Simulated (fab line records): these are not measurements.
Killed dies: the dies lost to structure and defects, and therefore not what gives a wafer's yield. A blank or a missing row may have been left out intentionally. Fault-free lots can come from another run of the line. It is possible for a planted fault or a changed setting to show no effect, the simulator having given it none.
Matching of chambers + flow n5Finfet + N5_FIN_SAQP_HM_OPEN_73 on rieDiel-04: 4 sister chambers
The step chemistry CHF3/O2, target SiO2, stops on a-Si, target depth 12 nm, time 16.8 s. 18 wafers are shown with their chamber, then 9 later ones without.

## WAFERS PAIRED WITH THEIR CHAMBERS
| wafer  | chamber | rfVppV (V) | drypumpMotorCurrentA (A) | throttleValvePct (%) |
|--------|---------|------------|--------------------------|----------------------|
| L077.2 | 0       | 549        | 5.3                      | 19.17                |
| L077.5 | 1       | 516        | 5.4                      | 18.74                |
| L077.6 | 0       | 549        | 5.3                      | 19.16                |
| L080.1 | 2       | 547        | 5.9                      | 18.82                |
| L080.3 | 3       | 481        | 5.4                      | 19.00                |
| L080.4 | 1       | 518        | 5.4                      | 18.76                |
| L085.1 | 0       | 549        | 5.3                      | 19.19                |
| L085.2 | 1       | 517        | 5.4                      | 18.76                |
| L085.6 | 0       | 547        | 5.3                      | 19.19                |
| L086.2 | 2       | 547        | 5.8                      | 18.83                |
| L086.5 | 0       | 548        | 5.3                      | 19.20                |
| L086.6 | 1       | 518        | 5.4                      | 18.78                |
| L087.2 | 1       | 518        | 5.4                      | 18.77                |
| L087.3 | 2       | 546        | 5.9                      | 18.81                |
| L087.6 | 1       | 516        | 5.4                      | 18.78                |
| L089.2 | 1       | 517        | 5.4                      | 18.76                |
| L089.4 | 2       | 546        | 5.8                      | 18.82                |
| L089.6 | 3       | 480        | 5.4                      | 19.04                |

SIGNATURES (averages over the wafers above)
| reading              | chamber 0 | chamber 1 | chamber 2 | chamber 3 | scatter within a chamber |
|----------------------|-----------|-----------|-----------|-----------|--------------------------|
| rfVppV               | 548.40    | 517.14    | 546.50    | 480.50    | 0.826                    |
| drypumpMotorCurrentA | 5.300     | 5.400     | 5.850     | 5.400     | 0.0267                   |
| throttleValvePct     | 19.1820   | 18.7643   | 18.8200   | 19.0200   | 0.0152                   |
Rule: for each reading, subtract the chamber's mean from the wafer's reading, divide by that reading's scatter and square the result; add these up over the readings and take the root, which gives the wafer's distance from the chamber. If the next closest chamber is less than 2 further off than the closest, the wafer can't be placed; otherwise it belongs to the closest. How the scatter is found: for the shown wafers, subtract from each reading the mean of its chamber, square and add these, divide the total by (wafers less chambers), then take the root.

## WAFERS WITH NO CHAMBER GIVEN
| wafer  | rfVppV (V) | drypumpMotorCurrentA (A) | throttleValvePct (%) |
|--------|------------|--------------------------|----------------------|
| L092.1 | 481        | 5.3                      | 19.05                |
| L092.3 | 517        | 5.3                      | 18.78                |
| L092.4 | 547        | 5.8                      | 18.85                |
| L093.1 | 545        | 5.9                      | 18.86                |
| L093.5 | 546        | 5.8                      | 18.85                |
| L093.6 | 520        | 5.4                      | 18.78                |
| L097.2 | 546        | 5.8                      | 18.85                |
| L097.4 | 480        | 5.4                      | 19.06                |
| L097.5 | 545        | 5.9                      | 18.86                |

## CHAMBER TAKEN BY EACH
| wafer  | from the rows above | in truth |
|--------|---------------------|----------|
| L092.1 | 3                   | 3        |
| L092.3 | 1                   | 1        |
| L092.4 | 2                   | 2        |
| L093.1 | 2                   | 2        |
| L093.5 | 2                   | 2        |
| L093.6 | 1                   | 1        |
| L097.2 | 2                   | 2        |
| L097.4 | 3                   | 3        |
| L097.5 | 2                   | 2        |
9 of 9 placed correctly. Left unplaced by these rows: 0. Wrongly placed: 0.
